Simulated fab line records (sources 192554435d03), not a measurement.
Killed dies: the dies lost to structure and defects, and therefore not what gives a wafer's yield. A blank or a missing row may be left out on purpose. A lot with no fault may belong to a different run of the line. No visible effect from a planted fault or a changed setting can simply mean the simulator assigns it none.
fab line records	flow n5-finfet
record: lots: 6	wafers: 18	last-day: 16
route steps=1938 shown BEOL_M6@1209 PASSIVATION@1936
lots that met no fault: from a run of the same line without faults
start-h: the number of hours between the record's first day and the start of the first shown wafer of the lot	wait-h: hours from the lot's prior step to this one	" same as the row above	L1.1+2: one row covering several wafers at once	- either no value or no given start	* or withheld: withheld	< > ~ a bound
route shown NAME@n: names a module that has steps shown in the file, with the first one's number in the route	usual: average and standard deviation across the fault-free wafers	same: alike in all rows	chamber/n: place in a boat	sites: readings site by site	_std_site: standard deviation across them	_edge_site: outer sites' mean less inner sites'	radius-mm: how far each site lies from the wafer's centre	mask NAME#n: copy n	behind: tool/chamber where the wafer was last shaped	hold: what put the lot on hold/how long, in hours/how the hold closed	device: the transistor (n, p or np) that didn't switch	end of line: at the end of the route, the tests of the same wafers	a step with no rows: only its recipe	killed: dies lost to structure and defects at the first sort, not the wafer's yield	map: a wafer's dies, x killed, . not, _ none there
set.NAME: the setting as run; set.NAME@STEP: as run at that earlier step	model.NAME: the simulator's own value behind a step, which no gauge read
lots seen at some steps along the route; tables by step, rows by wafer
services: the hour from which a tool's chamber was out of use, counted from the record's first day as start-h (under 0 if before that day), plus the number of hours and why
== steps ==
step: N5_BEOL_M6_INSPECT_13
recipe: mode: adi	inspect-instrument: brightfield
usual: raw-defect-count: 433/97
lot.wafer	tool	chamber	start-h	wait-h	raw-defect-count
L257.2	defect-inspect-01	-	191.24	0.0	449
L257.5	"	-	"	"	370
L257.6	"	-	"	"	392
L259.2	defect-inspect-01	-	193.38	0.0	303
L259.4	"	-	"	"	448
L259.5	"	-	"	"	450
L258.2	defect-inspect-01	-	195.93	0.0	392
L258.3	"	-	"	"	427
L258.5	"	-	"	"	409
L269.3	defect-inspect-02	-	262.60	0.0	392
L269.4	"	-	"	"	475
L269.6	"	-	"	"	491
L275.1	defect-inspect-01	-	299.46	0.0	425
L275.3	"	-	"	"	383
L275.4	"	-	"	"	395
L274.1	defect-inspect-01	-	301.68	0.0	493
L274.3	"	-	"	"	436
L274.5	"	-	"	"	436
step: N5_BEOL_M6_DESCUM_16
recipe: chemistry: O2	time-s: 7.9	source-power-w: 50	bias-power-w: 20	pressure-mtorr: 20	rf-frequency-hz: 2.712e+07	temp-c: 40	resist: CAR-ArF	o2-flow-sccm: 225
step: N5_BEOL_M6_ETCH_61
recipe: chemistry: CF4	target: SiARC	target-depth-a: 455	mask-material: CAR-ArF	time-s: 75.8	ion-energy-ev: 80	pressure-mtorr: 40	source-w: 545	bias-w: 36	Ar_flow_sccm: 100	cf4-flow-sccm: 100	ends: cleared
usual: drypump-motor-current-A: 5.6/0.43	etch-rf-on-time-s: 75.7/1.5	oes-product-au: 0.66/0.065	rf-vpp-V: 184.3/1	showerhead-plenum-p-Torr: 2.15/0.056	throttle-valve-pct: 15.54/0.21
lot.wafer	tool	chamber	start-h	wait-h	drypump-motor-current-A	etch-rf-on-time-s	oes-product-au	rf-hours-counter-h	rf-vpp-V	showerhead-plenum-p-Torr	throttle-valve-pct
L257.2	rie-diel-03	0	191.31	0.0	5.3	75.8	0.68	108	185.7	2.23	15.35
L257.5	"	0	"	"	5.3	75.3	0.69	-	184.2	2.23	15.33
L257.6	"	1	"	"	5.4	76.7	0.65	-	185.1	2.14	15.40
L259.2	rie-diel-01	2	193.45	0.0	4.8	76.5	0.61	182	182.4	2.05	15.72
L259.4	"	0	"	"	5.8	75.3	0.64	-	184.2	2.13	15.51
L259.5	"	1	"	"	5.1	72.8	0.60	-	185.3	2.20	15.65
L258.2	rie-diel-03	0	196.12	0.0	5.3	76.7	0.67	110	185.6	2.23	15.35
L258.3	"	2	"	"	5.2	75.2	0.66	174	185.1	2.14	15.52
L258.5	"	1	"	"	5.4	78.2	0.64	-	182.6	2.14	15.41
L269.3	rie-diel-04	1	262.78	0.0	6.0	76.5	0.69	70	183.4	2.16	15.68
L269.4	"	3	"	"	5.9	76.3	0.60	239	184.5	2.19	15.69
L269.6	"	3	"	"	5.9	75.8	0.59	-	184.6	2.19	15.70
L275.1	rie-diel-01	1	299.53	0.0	5.1	72.2	0.84	6	182.9	2.19	15.17
L275.3	"	0	"	"	5.8	77.2	0.61	210	184.0	2.12	15.59
L275.4	"	3	"	"	6.2	74.0	0.68	80	184.8	2.26	15.53
L274.1	rie-diel-01	0	301.75	0.0	5.8	77.7	0.60	211	184.5	2.12	15.59
L274.3	"	3	"	"	6.2	74.9	0.68	80	185.0	2.26	15.55
L274.5	"	2	"	"	4.8	77.3	0.59	-	183.9	2.03	15.83
step: N5_BEOL_M6_ETCH_62
recipe: chemistry: N2/H2	target: SOC	target-depth-a: 1100	overetch-a: 220	mask-material: SiARC	temp-c: 40	time-s: 165	ion-energy-ev: 200	pressure-mtorr: 30	source-w: 840	bias-w: 150	n2-flow-sccm: 200	h2-flow-sccm: 200
usual: drypump-motor-current-A: 5.6/0.43	oes-product-au: 0.66/0.06	rf-vpp-V: 524.4/2	showerhead-plenum-p-Torr: 2.56/0.067	throttle-valve-pct: 17.71/0.24
lot.wafer	tool	chamber	start-h	wait-h	drypump-motor-current-A	oes-product-au	rf-hours-counter-h	rf-vpp-V	showerhead-plenum-p-Torr	throttle-valve-pct
L257.2	rie-diel-03	0	191.37	0.0	5.3	0.67	108	527.7	2.66	17.47
L257.5	"	0	"	"	5.3	0.67	-	527.0	2.66	17.45
L257.6	"	1	"	"	5.4	0.65	-	524.4	2.56	17.66
L259.2	rie-diel-01	2	193.50	0.0	4.8	0.61	182	519.8	2.43	18.00
L259.4	"	0	"	"	5.8	0.64	-	523.0	2.53	17.69
L259.5	"	1	"	"	5.1	0.59	-	525.5	2.62	17.89
L258.2	rie-diel-03	0	196.17	0.0	5.4	0.68	110	526.3	2.66	17.46
L258.3	"	2	"	"	5.2	0.64	174	523.6	2.52	17.58
L258.5	"	1	"	"	5.4	0.65	-	523.4	2.55	17.66
L269.3	rie-diel-04	1	262.84	0.0	6.0	0.69	70	524.0	2.58	17.93
L269.4	"	3	"	"	6.0	0.60	239	525.2	2.60	17.80
L269.6	"	3	"	"	6.0	0.59	-	525.9	2.60	17.81
L275.1	rie-diel-01	1	299.59	0.0	5.1	0.82	6	524.1	2.61	17.46
L275.3	"	0	"	"	5.8	0.60	210	522.2	2.51	17.78
L275.4	"	3	"	"	6.2	0.67	80	528.1	2.67	17.54
L274.1	rie-diel-01	0	301.81	0.0	5.8	0.61	211	524.1	2.51	17.78
L274.3	"	3	"	"	6.2	0.67	80	526.6	2.67	17.55
L274.5	"	2	"	"	4.8	0.58	-	520.2	2.42	18.09
step: N5_BEOL_M6_STRIP_68
recipe: chemistry: N2/H2	temp-c: 40	n2-flow-sccm: 200	h2-flow-sccm: 200	rf-frequency-hz: 6e+07
step: N5_BEOL_M6_STRIP_67
recipe: chemistry: CF4	resist: SiARC	power-w: 300	bias-power-w: 75	pressure-mtorr: 50	cf4-flow-sccm: 150	rf-frequency-hz: 6e+07
usual: drypump-motor-current-A: 5.6/0.43	oes-product-au: 0.77/0.071	rf-vpp-V: 271.4/1.5	showerhead-plenum-p-Torr: 1.80/0.045	throttle-valve-pct: 13.52/0.22
lot.wafer	tool	chamber	start-h	wait-h	drypump-motor-current-A	oes-product-au	rf-hours-counter-h	rf-vpp-V	showerhead-plenum-p-Torr	throttle-valve-pct
L257.2	rie-diel-03	0	191.51	0.0	5.3	0.80	108	273.5	1.87	13.34
L257.5	"	0	"	"	5.3	0.80	-	273.3	1.87	13.33
L257.6	"	1	"	"	5.4	0.77	-	271.1	1.80	13.41
L259.2	rie-diel-01	2	193.65	0.0	4.8	0.72	182	268.0	1.72	13.68
L259.4	"	0	"	"	5.8	0.75	-	270.0	1.78	13.50
L259.5	"	1	"	"	5.0	0.69	-	273.2	1.83	13.63
L258.2	rie-diel-03	0	196.32	0.0	5.3	0.80	110	272.9	1.87	13.32
L258.3	"	2	"	"	5.2	0.76	174	269.9	1.79	13.51
L258.5	"	1	"	"	5.4	0.76	-	271.3	1.80	13.44
L269.3	rie-diel-04	1	262.98	0.0	6.0	0.81	70	272.2	1.79	13.57
L269.4	"	3	"	"	5.9	0.70	239	271.1	1.83	13.69
L269.6	"	3	"	"	5.9	0.70	-	272.3	1.83	13.71
L275.1	rie-diel-01	1	299.73	0.0	5.1	0.95	6	273.6	1.83	13.10
L275.3	"	0	"	"	5.8	0.72	210	270.5	1.77	13.59
L275.4	"	3	"	"	6.2	0.80	80	273.3	1.89	13.47
L274.1	rie-diel-01	0	301.95	0.0	5.8	0.72	211	270.1	1.77	13.60
L274.3	"	3	"	"	6.2	0.80	80	272.3	1.89	13.49
L274.5	"	2	"	"	4.8	0.69	-	268.1	1.70	13.81
step: N5_BEOL_M6_HM_OPEN_17
recipe: chemistry: Cl2/BCl3	target-depth-a: 200	overetch-a: 60	target: TiN	mask-material: SOC	ion-energy-ev: 150	pressure-mtorr: 10	icp-w: 1000	bias-w: 126	Cl2_flow_sccm: 53.25	bcl3-flow-sccm: 21.75	Ar_flow_sccm: 25
usual: drypump-motor-current-A: 5.5/0.47	oes-product-au: 0.73/0.041	throttle-valve-pct: 22.11/0.19
lot.wafer	tool	chamber	start-h	wait-h	drypump-motor-current-A	oes-product-au	rf-hours-counter-h	throttle-valve-pct
L257.2	rie-metal-02	0	191.55	0.0	6.1	0.75	12	22.28
L257.5	"	1	"	"	6.2	0.76	-	22.46
L257.6	"	0	"	"	6.1	0.76	-	22.27
L259.2	rie-metal-03	0	193.69	0.0	5.4	0.77	9	21.85
L259.4	"	1	"	"	4.9	0.79	-	22.09
L259.5	"	1	"	"	4.9	0.77	-	22.08
L258.2	rie-metal-03	1	196.36	0.0	4.9	0.78	5	22.08
L258.3	"	1	"	"	4.9	0.77	-	22.09
L258.5	"	1	"	"	4.9	0.77	-	22.08
L269.3	rie-metal-02	1	263.05	0.1	6.2	0.74	-	22.45
L269.4	"	0	"	"	6.1	0.73	-	22.30
L269.6	"	1	"	"	6.2	0.74	-	22.48
L275.1	rie-metal-03	1	299.77	0.0	4.9	0.73	15	22.11
L275.3	"	0	"	"	5.4	0.72	-	21.87
L275.4	"	1	"	"	4.9	0.72	-	22.10
L274.1	rie-metal-02	1	301.99	0.0	6.2	0.72	16	22.49
L274.3	"	1	"	"	6.2	0.71	-	22.49
L274.5	"	1	"	"	6.2	0.72	-	22.48
step: N5_BEOL_M6_STRIP_19
recipe: chemistry: O2	power-w: 400	temp-c: 40	pressure-mtorr: 30	rf-frequency-hz: 6e+07	bias-power-w: 0	overash-fraction: 0.2	o2-flow-sccm: 225
step: N5_BEOL_M6_CD_MEAS_18
recipe: pitch-nm: 80	target-cd-nm: 40
usual: cd-nm: 40.0/0.72
lot.wafer	tool	chamber	start-h	wait-h	cd-nm
L257.2	cd-sem-03	-	191.94	0.1	39.9
L257.5	"	-	"	"	40.0
L257.6	"	-	"	"	40.0
L259.2	cd-sem-02	-	193.87	0.1	40.9
L259.4	"	-	"	"	40.5
L259.5	"	-	"	"	41.6
L258.2	cd-sem-03	-	196.54	0.1	39.4
L258.3	"	-	"	"	39.2
L258.5	"	-	"	"	40.2
L269.3	cd-sem-02	-	263.35	0.1	40.5
L269.4	"	-	"	"	39.9
L269.6	"	-	"	"	39.4
L275.1	cd-sem-03	-	299.95	0.0	40.0
L275.3	"	-	"	"	40.9
L275.4	"	-	"	"	40.2
L274.1	cd-sem-03	-	302.17	0.0	41.2
L274.3	"	-	"	"	39.8
L274.5	"	-	"	"	41.0
step: N5_BEOL_M6_COAT_63
recipe: resist: SOC	temp-c: 250	time-s: 60	spin-rpm: 1500	resist-thk-nm: 60
step: N5_BEOL_M6_COAT_64
recipe: resist: SiARC	temp-c: 220	time-s: 60	spin-rpm: 1500	resist-thk-nm: 12
step: N5_BEOL_M6_COAT_71
recipe: resist: underlayer	temp-c: 205	time-s: 60	spin-rpm: 1500	resist-thk-nm: 5
step: N5_BEOL_M6_COAT_22
recipe: resist: CAR-EUV	spin-rpm: 1500	resist-thk-nm: 30
usual: spin-speed-rpm: 1500.0/1.2
lot.wafer	tool	chamber	start-h	wait-h	spin-speed-rpm	model.CAR-EUV_of_BEOL_M6_COAT_22.thk-nm
L257.2	litho-track-04	0	192.09	-	1502.0	30
L257.5	"	0	"	"	1503.9	30
L257.6	"	0	"	"	1499.6	30
L259.2	litho-track-04	0	194.91	-	1438.2	30.6
L259.4	"	0	"	"	1437.6	30.8
L259.5	"	0	"	"	1437.0	30.6
L258.2	litho-track-04	0	197.23	-	1434.8	30.6
L258.3	"	0	"	"	1435.4	30.6
L258.5	"	0	"	"	1436.0	30.6
L269.3	litho-track-05	0	266.58	-	1499.7	30
L269.4	"	0	"	"	1499.6	30
L269.6	"	0	"	"	1499.9	30
L275.1	litho-track-04	0	300.43	-	1500.4	30
L275.3	"	0	"	"	1500.0	30
L275.4	"	0	"	"	1500.8	30
L274.1	litho-track-04	0	302.23	-	1501.6	30
L274.3	"	0	"	"	1501.5	30.2
L274.5	"	0	"	"	1500.4	30
step: N5_BEOL_M6_EBR_24
recipe: solvent: PGMEA	ebr-width-mm: 1.5
step: N5_BEOL_M6_SOFTBAKE_23
recipe: temp-c: 110	time-s: 60	resist: CAR-EUV
step: N5_BEOL_M6_EXPOSE_25
recipe: mask-id: V5	na: 0.33	source-shape: annular	sigma-inner: 0.4	sigma-outer: 0.8	polarization: unpolarized	target-cd-nm: 40	dose-mj: 45
step: N5_BEOL_M6_PEB_26
recipe: peb-temp-c: 100	peb-time-s: 60	resist: CAR-EUV
step: N5_BEOL_M6_DEVELOP_27
recipe: develop-time-s: 30	developer: TMAH	resist: CAR-EUV	rinse-liquid: surfactant-rinse	dry: air-spin	dev-temp-c: 23
step: N5_BEOL_M6_CD_MEAS_28
recipe: target-cd-nm: 40	landing-energy-ev: 500	detector: se-inlens
usual: cd-nm: 39.96/0.24
lot.wafer	tool	chamber	start-h	wait-h	cd-nm
L257.2	cd-sem-01	0	192.35	-	40.46
L257.5	"	0	"	"	39.95
L257.6	"	0	"	"	40.36
L259.2	cd-sem-01	0	195.17	-	40.24
L259.4	"	0	"	"	40.11
L259.5	"	0	"	"	40.18
L258.2	cd-sem-01	0	197.50	-	40.23
L258.3	"	0	"	"	39.95
L258.5	"	0	"	"	39.71
L269.3	cd-sem-01	0	266.85	-	39.80
L269.4	"	0	"	"	39.56
L269.6	"	0	"	"	40.07
L275.1	cd-sem-03	0	300.69	-	40.14
L275.3	"	0	"	"	39.99
L275.4	"	0	"	"	40.12
L274.1	cd-sem-03	0	302.49	-	39.81
L274.3	"	0	"	"	39.98
L274.5	"	0	"	"	40.08
step: N5_BEOL_M6_OVL_MEAS_29
recipe: points-per-wafer: 522
usual: V5_OVL: 0.4/0.7
lot.wafer	tool	chamber	start-h	wait-h	V5_OVL[nm]
L257.2	overlay-02	0	192.39	0.0	-1.2
L257.5	"	0	"	"	0.0
L257.6	"	0	"	"	0.9
L259.2	overlay-01	0	195.21	0.0	-1.1
L259.4	"	0	"	"	-0.8
L259.5	"	0	"	"	-0.9
L258.2	overlay-02	0	197.53	0.0	0.9
L258.3	"	0	"	"	0.5
L258.5	"	0	"	"	0.4
L269.3	overlay-02	0	266.89	0.0	1.3
L269.4	"	0	"	"	1.7
L269.6	"	0	"	"	-0.1
L275.1	overlay-01	0	300.72	0.0	0.6
L275.3	"	0	"	"	0.4
L275.4	"	0	"	"	0.4
L274.1	overlay-02	0	302.53	0.0	0.6
L274.3	"	0	"	"	0.5
L274.5	"	0	"	"	0.3
step: N5_BEOL_M6_INSPECT_30
recipe: mode: adi	inspect-instrument: brightfield
usual: raw-defect-count: 445/100
lot.wafer	tool	chamber	start-h	wait-h	raw-defect-count
L257.2	defect-inspect-02	-	192.44	0.0	501
L257.5	"	-	"	"	384
L257.6	"	-	"	"	426
L259.2	defect-inspect-01	-	195.26	0.0	343
L259.4	"	-	"	"	435
L259.5	"	-	"	"	478
L258.2	defect-inspect-02	-	197.59	0.1	439
L258.3	"	-	"	"	454
L258.5	"	-	"	"	486
L269.3	defect-inspect-01	-	266.94	0.0	353
L269.4	"	-	"	"	433
L269.6	"	-	"	"	466
L275.1	defect-inspect-02	-	300.78	0.1	475
L275.3	"	-	"	"	440
L275.4	"	-	"	"	454
L274.1	defect-inspect-02	-	302.58	0.1	551
L274.3	"	-	"	"	471
L274.5	"	-	"	"	474
step: N5_BEOL_M6_DESCUM_33
recipe: chemistry: O2	time-s: 7	source-power-w: 50	bias-power-w: 20	pressure-mtorr: 20	rf-frequency-hz: 2.712e+07	temp-c: 40	resist: CAR-EUV	o2-flow-sccm: 225
usual: drypump-motor-current-A: 5.5/0.45	o2-flow-sccm: 225.0/0.65	oes-product-au: 0.77/0.077	rf-vpp-V: 243.3/1.3	showerhead-plenum-p-Torr: 2.12/0.063	throttle-valve-pct: 20.36/0.2
lot.wafer	tool	chamber	start-h	wait-h	drypump-motor-current-A	o2-flow-sccm	oes-product-au	rf-hours-counter-h	rf-vpp-V	showerhead-plenum-p-Torr	throttle-valve-pct	model.CAR-EUV_of_BEOL_M6_COAT_22.thk-nm
L257.2	rie-diel-01	0	192.47	0.0	5.8	225.3	0.76	164	241.9	2.10	20.41	26.2
L257.5	"	0	"	"	5.8	225.1	0.77	-	242.3	2.10	20.40	26
L257.6	"	1	"	"	5.1	224.2	0.68	-	242.5	2.17	20.57	26
L259.2	rie-diel-03	1	195.68	0.4	5.4	225.2	0.76	146	244.5	2.09	20.15	26.8
L259.4	"	1	"	"	5.3	224.3	0.76	-	243.3	2.09	20.18	26.8
L259.5	"	2	"	"	5.2	225.1	0.77	-	243.0	2.08	20.25	26.6
L258.2	rie-diel-01	0	197.83	0.2	5.9	224.4	0.77	166	242.8	2.10	20.42	26.8
L258.3	"	2	"	"	4.8	225.6	0.71	184	241.3	2.01	20.64	26.8
L258.5	"	2	"	"	4.8	224.9	0.71	-	240.8	2.01	20.63	26.8
L269.3	rie-diel-01	0	266.97	0.0	5.9	225.1	0.74	197	243.6	2.09	20.45	26
L269.4	"	0	"	"	5.9	225.8	0.74	-	241.8	2.09	20.46	26
L269.6	"	2	"	"	4.8	224.7	0.70	-	239.4	2.00	20.66	26
L275.1	rie-diel-01	1	301.07	0.3	5.1	225.0	0.95	6	244.0	2.16	20.19	26
L275.3	"	3	"	"	6.2	225.3	0.78	80	244.8	2.19	20.15	26
L275.4	"	0	"	"	5.8	225.2	0.73	211	242.6	2.09	20.48	26
L274.1	rie-diel-01	0	302.93	0.3	5.8	226.7	0.72	212	242.1	2.09	20.48	26.2
L274.3	"	3	"	"	6.2	225.7	0.79	81	244.6	2.19	20.15	26.2
L274.5	"	1	"	"	5.1	226.0	0.94	-	244.0	2.16	20.19	26
step: N5_BEOL_M6_ETCH_72
recipe: chemistry: N2/H2	target: underlayer	target-depth-a: 65	mask-material: CAR-EUV	time-s: 5.2	ion-energy-ev: 200	pressure-mtorr: 30	source-w: 840	bias-w: 150	n2-flow-sccm: 200	h2-flow-sccm: 200	ends: cleared
usual: drypump-motor-current-A: 5.6/0.45	etch-rf-on-time-s: 5.19/0.12	oes-product-au: 0.66/0.069	rf-vpp-V: 524.5/2.6	showerhead-plenum-p-Torr: 2.56/0.075	throttle-valve-pct: 17.73/0.21
lot.wafer	tool	chamber	start-h	wait-h	drypump-motor-current-A	etch-rf-on-time-s	oes-product-au	rf-hours-counter-h	rf-vpp-V	showerhead-plenum-p-Torr	throttle-valve-pct
L257.2	rie-diel-01	0	192.51	0.0	5.9	5.27	0.64	164	523.7	2.53	17.72
L257.5	"	0	"	"	5.8	5.30	0.64	-	524.0	2.53	17.72
L257.6	"	1	"	"	5.1	5.11	0.59	-	526.7	2.62	17.93
L259.2	rie-diel-03	1	195.72	0.0	5.4	5.35	0.64	146	525.7	2.55	17.68
L259.4	"	1	"	"	5.4	5.38	0.65	-	524.8	2.55	17.69
L259.5	"	2	"	"	5.2	5.14	0.65	-	523.7	2.52	17.60
L258.2	rie-diel-01	0	197.86	0.0	5.8	5.23	0.64	166	526.2	2.53	17.71
L258.3	"	2	"	"	4.8	5.11	0.61	184	520.3	2.43	18.03
L258.5	"	2	"	"	4.8	5.15	0.61	-	520.7	2.43	18.05
L269.3	rie-diel-01	0	267.00	0.0	5.8	5.35	0.61	197	525.1	2.52	17.78
L269.4	"	0	"	"	5.9	5.32	0.61	-	520.7	2.52	17.76
L269.6	"	2	"	"	4.8	5.19	0.59	-	518.6	2.42	18.11
L275.1	rie-diel-01	1	301.11	0.0	5.1	5.00	0.82	6	526.6	2.61	17.49
L275.3	"	3	"	"	6.2	5.15	0.67	80	526.8	2.67	17.60
L275.4	"	0	"	"	5.8	5.33	0.60	211	524.0	2.51	17.79
L274.1	rie-diel-01	0	302.97	0.0	5.9	5.26	0.60	212	524.3	2.51	17.81
L274.3	"	3	"	"	6.2	5.01	0.68	81	528.4	2.67	17.57
L274.5	"	1	"	"	5.0	4.92	0.85	-	525.7	2.61	17.49
step: N5_PASSIVATION_PROBE_49
usual: defect-limited-yield: 91.4/1.4	killed_at_M0_to_M3: 31/10	killed_at_M4_up: 14/5.6	killed-at-contacts: 13/6.3	killed-at-front-end: 39/10	killed-at-other: 4/3.1	killed-dies: 101/16	killed-on-rim: 13/3.9	killed-open: 65/13	killed-short: 34/7.2	sort_bin_5_function: 5.1/0.88	sort_bin_6_memory: 3.2/0.66	sort-n-pass: 1079/16	sort-yield-pct: 91.4/1.4
same: gross-dies: 1180	killed-at-back-side: 0	sort_bin_4_leakage[%]: 0	sort_bin_8_speed[%]: 0
lot.wafer	tool	chamber	start-h	wait-h	defect-limited-yield[%]	killed_at_M0_to_M3	killed_at_M4_up	killed-at-contacts	killed-at-front-end	killed-at-other	killed-dies	killed-on-rim	killed-open	killed-short	sort_bin_5_function[%]	sort_bin_6_memory[%]	sort-n-pass	sort-yield-pct[%]
L269.3	prober-02	-	351.11	0.1	92.1	20	14	15	43	1	93	14	60	32	4.7	2.7	1087	92.1
L269.4	prober-02	-	351.16	0.2	91.4	26	17	9	48	2	102	15	62	33	5.0	3.1	1078	91.4
L269.6	prober-02	-	351.26	0.3	91.9	29	20	13	26	8	96	15	71	24	5.0	3.1	1084	91.9
L274.1	prober-01	-	388.30	0.0	90.9	32	18	11	45	1	107	11	67	39	4.3	4.4	1073	90.9
L274.3	prober-01	-	388.40	0.1	94.7	13	16	11	19	3	62	7	44	18	3.2	1.8	1118	94.7
L274.5	prober-01	-	388.50	0.2	92.2	22	12	17	40	1	92	12	55	37	4.9	2.8	1088	92.2
L275.1	prober-01	-	391.29	0.0	90.5	52	8	7	42	3	112	9	65	47	4.8	4.3	1068	90.5
L275.3	prober-01	-	391.39	0.1	93.3	35	8	6	26	4	79	12	52	26	3.7	2.7	1101	93.3
L275.4	prober-01	-	391.44	0.2	90.4	55	6	17	33	2	113	16	56	55	6.4	3.1	1067	90.4
killed by level:class
L269.3 MOL_CONTACT_COAG:geometric-particle:open=12 FIN_SAQP:geometric-particle:short=11 BEOL_M1:geometric-particle:open=7 STI_FIN_REVEAL:geometric-particle:open=6 BEOL_M4:geometric-particle:open=6 STARTING-WAFER:geometric-particle:open=6 STARTING-WAFER:geometric-particle:short=5 FIN_SAQP:geometric-particle:open=4
L269.4 FIN_SAQP:geometric-particle:short=15 FIN_SAQP:geometric-particle:open=9 MOL_CONTACT_COAG:geometric-particle:open=7 GATE_CUT:geometric-particle:open=6 GATE_CUT:geometric-particle:short=6 BEOL_M3:geometric-particle:open=6 BEOL_M1:geometric-particle:open=4 BEOL_M2:geometric-particle:open=4
L269.6 MOL_CONTACT_COAG:geometric-particle:open=12 STI_FIN_REVEAL:geometric-particle:open=11 BEOL_M0_SAQP:geometric-particle:short=10 BEOL_M2:geometric-particle:open=9 BEOL_M0_SAQP:geometric-particle:open=7 BEOL_M4:geometric-particle:open=7 BEOL_M5:geometric-particle:open=6 FIN_SAQP:geometric-particle:short=4
L274.1 STI_FIN_REVEAL:geometric-particle:open=16 MOL_CONTACT_COAG:geometric-particle:open=9 BEOL_M3:geometric-particle:open=7 BEOL_M3:geometric-particle:short=7 BEOL_M4:geometric-particle:open=7 BEOL_M0_SAQP:geometric-particle:short=5 FIN_SAQP:geometric-particle:short=4 DUMMY_GATE:geometric-particle:open=4
L274.3 MOL_CONTACT_COAG:geometric-particle:open=11 BEOL_M4:geometric-particle:open=8 STARTING-WAFER:geometric-particle:open=4 FIN_SAQP:geometric-particle:short=3 STI_FIN_REVEAL:geometric-particle:open=3 GATE_CUT:geometric-particle:short=3 BEOL_M0_SAQP:geometric-particle:short=3 BEOL_M3:geometric-particle:open=3
L274.5 MOL_CONTACT_COAG:geometric-particle:open=12 ILD0:geometric-particle:open=6 BEOL_M0_SAQP:geometric-particle:short=6 ILD0:geometric-particle:short=5 MOL_CONTACT_COAG:geometric-particle:short=5 STARTING-WAFER:geometric-particle:open=5 FIN_SAQP:geometric-particle:short=4 BEOL_M0_SAQP:geometric-particle:open=4
L275.1 BEOL_M0_SAQP:geometric-particle:open=17 FIN_SAQP:geometric-particle:short=13 BEOL_M0_SAQP:geometric-particle:short=10 FIN_SAQP:geometric-particle:open=9 MOL_CONTACT_COAG:geometric-particle:open=6 BEOL_M2:geometric-particle:open=6 GATE_CUT:geometric-particle:short=5 BEOL_M3:geometric-particle:open=5
L275.3 BEOL_M2:geometric-particle:open=12 BEOL_M3:geometric-particle:open=6 STARTING-WAFER:geometric-particle:short=6 MOL_CONTACT_COAG:geometric-particle:open=5 BEOL_M1:geometric-particle:open=5 FIN_SAQP:geometric-particle:open=4 FIN_SAQP:geometric-particle:short=4 BEOL_M0:geometric-particle:open=4
L275.4 BEOL_M0_SAQP:geometric-particle:short=20 FIN_SAQP:geometric-particle:short=12 MOL_CONTACT_COAG:geometric-particle:open=12 BEOL_M2:geometric-particle:open=10 BEOL_M0_SAQP:geometric-particle:open=9 BEOL_M3:geometric-particle:open=6 MOL_CONTACT_COAG:geometric-particle:short=5 STI_FIN_REVEAL:geometric-particle:short=4
== services ==
tool	chamber	start-h	hours	kind
litho-track-04	-	168.14	-	consumable-replace:filter
rie-diel-03	3	180.27	-	clean
rie-diel-03	3	180.27	-	consumable-replace:focus-ring
rie-diel-03	3	180.27	28.1	scheduled-down
rie-diel-03	3	180.27	28.1	vent-cycle
rie-metal-03	-	186.42	2.8	pm
rie-diel-01	3	191.98	14.3	repair
rie-diel-04	2	210.28	-	clean
rie-diel-04	2	210.28	-	consumable-replace:focus-ring
rie-diel-04	2	210.28	22.0	scheduled-down
rie-diel-04	2	210.28	22.0	vent-cycle
rie-diel-03	-	211.67	1.7	repair
rie-metal-02	1	238.10	16.0	repair
rie-diel-01	1	257.44	-	clean
rie-diel-01	1	257.44	-	consumable-replace:focus-ring
rie-diel-01	1	257.44	24.3	scheduled-down
rie-diel-01	1	257.44	24.3	vent-cycle
litho-track-04	-	269.98	-	consumable-replace:filter
rie-diel-04	1	287.30	4.7	repair
rie-diel-03	3	291.56	6.8	repair
rie-diel-04	3	292.69	-	clean
rie-diel-04	3	292.69	-	consumable-replace:focus-ring
rie-diel-03	-	293.56	1.1	repair
rie-diel-03	0	296.71	5.3	repair
== key ==
first-sign: step: N5_BEOL_M6_COAT_22	reading: spin-speed-rpm	direction: down	sigmas: 54	usual: *	struck: *
effect none on later readings
model-effect: step: N5_BEOL_M6_COAT_22	value: CAR-EUV_of_BEOL_M6_COAT_22.thk-nm	without: 30	struck: 30.63
model-effect: step: N5_BEOL_M6_DESCUM_33	value: CAR-EUV_of_BEOL_M6_COAT_22.thk-nm	without: 26.13	struck: 26.77
met-at N5_BEOL_M6_COAT_22
struck-wafers L258.2,L258.3,L258.5,L259.2,L259.4,L259.5
onset-between 192.09 194.91
fault: kind: process-parameter-drift	tool: litho-track-04	chamber: -	onset-h: 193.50	steps: N5_BEOL_M6_COAT_22	channel: spin-rpm	offset: *	shape: step	end-h: 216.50	acts-in: *	stated: *
